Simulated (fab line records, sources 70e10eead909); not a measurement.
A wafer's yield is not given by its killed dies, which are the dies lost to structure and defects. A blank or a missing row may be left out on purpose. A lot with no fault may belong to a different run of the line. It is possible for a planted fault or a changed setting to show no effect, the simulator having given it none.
Which tool was responsible?	flow nand_harc	72 wafers from 24 lots sampled at 3 of the route's 1159 steps

## WHAT EACH GAUGE READ, for each wafer
NHARC_A_ZERO_WELL_INSPECT_17. Usual: 11 for raw_defect_count, sd 5.4.
lot	measured	on	raw_defect_count	flag
L074	day 6 23:19	defect_inspect-02	20 9 14	
L075	day 7 05:10	defect_inspect-01	24 17 12	
L076	day 7 05:21	defect_inspect-02	23 5 4	
L077	day 7 15:48	defect_inspect-01	5 13 12	
L078	day 7 16:36	defect_inspect-02	10 7 5	
L080	day 7 21:49	defect_inspect-01	10 11 8	
L079	day 7 22:13	defect_inspect-02	5 9 12	
L081	day 8 14:48	defect_inspect-01	20 5 19	
L082	day 8 17:41	defect_inspect-02	10 4 16	
L083	day 8 19:08	defect_inspect-02	15 15 6	
L084	day 9 08:22	defect_inspect-01	24 23 17	
L085	day 9 09:57	defect_inspect-01	10 9 4	
L087	day 9 18:46	defect_inspect-02	21 21 12	
L086	day 10 01:08	defect_inspect-01	13 11 13	
L088	day 10 08:22	defect_inspect-01	17 11 18	
L089	day 10 11:05	defect_inspect-02	6 8 6	
L090	day 10 21:01	defect_inspect-02	6 4 8	
L092	day 10 21:37	defect_inspect-02	7 11 11	
L091	day 10 22:08	defect_inspect-01	8 9 12	
L094	day 11 08:02	defect_inspect-02	11 9 2	
L093	day 11 09:32	defect_inspect-01	10 12 13	
L095	day 11 15:51	defect_inspect-02	9 6 9	
L096	day 12 01:27	defect_inspect-01	6 12 5	
L097	day 12 18:17	defect_inspect-02	8 8 9	

NHARC_A_CHANNEL_HOLE_D1_OVL_MEAS_11. Usual: overlay_x_nm 0.1 nm, standard deviation 1.1; overlay_y_nm 0.0 nm, standard deviation 0.78.
lot	measured	on	overlay_x_nm (nm)	overlay_y_nm (nm)	flag
L074	day 8 13:27	overlay-01	-1.1 -0.5 -1.6	1.4 1.2 1.3	
L075	day 8 22:07	overlay-01	-0.5 -0.6 -0.5	0.1 0.0 -0.2	
L076	day 8 22:28	overlay-02	-0.9 -0.8 -0.6	-0.5 0.4 -0.3	
L077	day 9 04:40	overlay-02	0.1 0.2 0.0	0.0 0.6 0.3	
L078	day 9 04:49	overlay-01	0.0 0.1 -0.1	1.2 1.4 0.9	
L080	day 9 11:29	overlay-01	1.4 1.1 1.2	-0.4 0.3 -0.3	
L079	day 9 11:43	overlay-02	1.1 1.0 1.2	0.4 1.2 0.5	
L081	day 10 04:31	overlay-01	-0.7 -1.3 -1.0	0.9 1.1 0.7	
L082	day 10 04:49	overlay-01	-2.1 -1.9 -1.3	0.7 0.2 0.0	
L083	day 10 09:08	overlay-02	1.2 1.8 1.0	-0.3 -0.1 -0.6	
L084	day 10 20:13	overlay-01	-1.1 -1.4 -1.4	-0.4 -0.1 -0.9	
L085	day 10 21:31	overlay-01	-1.8 -1.8 -1.6	0.6 0.8 0.3	
L087	day 11 06:59	overlay-01	0.5 -0.2 -0.3	-1.1 -1.0 -0.9	
L086	day 11 17:19	overlay-02	0.8 1.1 1.1	0.5 0.2 0.4	
L088	day 12 00:02	overlay-01	1.3 0.7 0.7	0.8 0.5 0.6	
L089	day 11 23:41	overlay-01	-1.1 -0.6 -1.1	0.0 -0.6 -0.3	
L090	day 12 11:12	overlay-02	0.1 0.1 0.8	-1.0 -1.0 -1.1	
L092	day 12 10:37	overlay-01	2.1 1.4 1.2	-0.7 -0.3 -0.6	
L091	day 12 09:47	overlay-01	2.4 2.6 2.4	-1.3 -0.6 -1.2	
L094	day 12 23:59	overlay-01	1.0 0.5 1.2	-1.2 -0.7 -0.9	
L093	day 13 00:55	overlay-02	1.0 1.6 1.2	-1.2 -0.3 -1.0	
L095	day 13 06:50	overlay-02	0.5 0.8 1.1	0.3 0.2 0.5	
L096	day 13 19:20	overlay-02	0.1 -0.2 0.4	-1.0 -0.3 -0.5	
L097	day 14 06:58	overlay-01	-0.3 -0.3 0.0	0.5 1.0 1.2	

## EACH LOT AND THE TOOL THAT RAN IT (in order: tool; ch and the chambers of the sampled wafers; start)
lot	NHARC_P_BONDPAD_PRE_CLEAN_26
L074	pvd_sputter-02, day 6 23:19 or earlier
L075	pvd_sputter-02, day 7 05:10 or earlier
L076	pvd_sputter-01, day 7 05:21 or earlier
L077	pvd_sputter-02, day 7 15:48 or earlier
L078	pvd_sputter-03, day 7 16:36 or earlier
L080	pvd_sputter-03, day 7 21:49 or earlier
L079	pvd_sputter-02, day 7 22:13 or earlier
L081	pvd_sputter-02, day 8 14:48 or earlier
L082	pvd_sputter-02, day 8 17:41 or earlier
L083	pvd_sputter-02, day 8 19:08 or earlier
L084	pvd_sputter-01, day 9 08:22 or earlier
L085	pvd_sputter-02, day 9 09:57 or earlier
L087	pvd_sputter-02, day 9 18:46 or earlier
L086	pvd_sputter-01, day 10 01:08 or earlier
L088	pvd_sputter-03, day 10 08:22 or earlier
L089	pvd_sputter-03, day 10 11:05 or earlier
L090	pvd_sputter-01, day 10 21:01 or earlier
L092	pvd_sputter-03, day 10 21:37 or earlier
L091	pvd_sputter-03, day 10 22:08 or earlier
L094	pvd_sputter-02, day 11 08:02 or earlier
L093	pvd_sputter-03, day 11 09:32 or earlier
L095	pvd_sputter-02, day 11 15:51 or earlier
L096	pvd_sputter-01, day 12 01:27 or earlier
L097	pvd_sputter-03, day 12 18:17 or earlier
- NHARC_P_BONDPAD_PRE_CLEAN_26: time 30 s.

## AS READ BY THE TOOLS THEMSELVES (means over the sampled wafers that have a number; for cases with no such wafer, the mark the record gives instead)
NHARC_P_BONDPAD_PRE_CLEAN_26. Usual: 428 W for heater_power_w, sd 51.
lot	tool	heater_power_w (W)	flag
L074	pvd_sputter-02	416	
L075	pvd_sputter-02	385	
L076	pvd_sputter-01	446	
L077	pvd_sputter-02	416	
L078	pvd_sputter-03	383	
L080	pvd_sputter-03	427	
L079	pvd_sputter-02	414	
L081	pvd_sputter-02	432	
L082	pvd_sputter-02	421	
L083	pvd_sputter-02	378	
L084	pvd_sputter-01	472	
L085	pvd_sputter-02	389	
L087	pvd_sputter-02	389	
L086	pvd_sputter-01	458	
L088	pvd_sputter-03	515	
L089	pvd_sputter-03	446	
L090	pvd_sputter-01	438	
L092	pvd_sputter-03	468	
L091	pvd_sputter-03	459	
L094	pvd_sputter-02	416	
L093	pvd_sputter-03	468	
L095	pvd_sputter-02	441	
L096	pvd_sputter-01	467	
L097	pvd_sputter-03	476	

## THE ANSWER, worked out from the rows above alone
Rule: a lot is off if the mean of its wafers that have a number lies more than 3 standard deviations from the usual mean. A lot without any number at a reading at which 4 lots or more have one is off too. Any other lot the step has rows for is counted as sound. Order of review: gauges by route order, followed by the tools' own readings, for which a lot's mean as printed above is used. The first step at which some lot is off is used, and at that step the reading that is off furthest; a lot without a number counts as furthest.
Nothing can be told from this: no lot is off at any reading shown.

## WHAT THE SIMULATOR PUT IN
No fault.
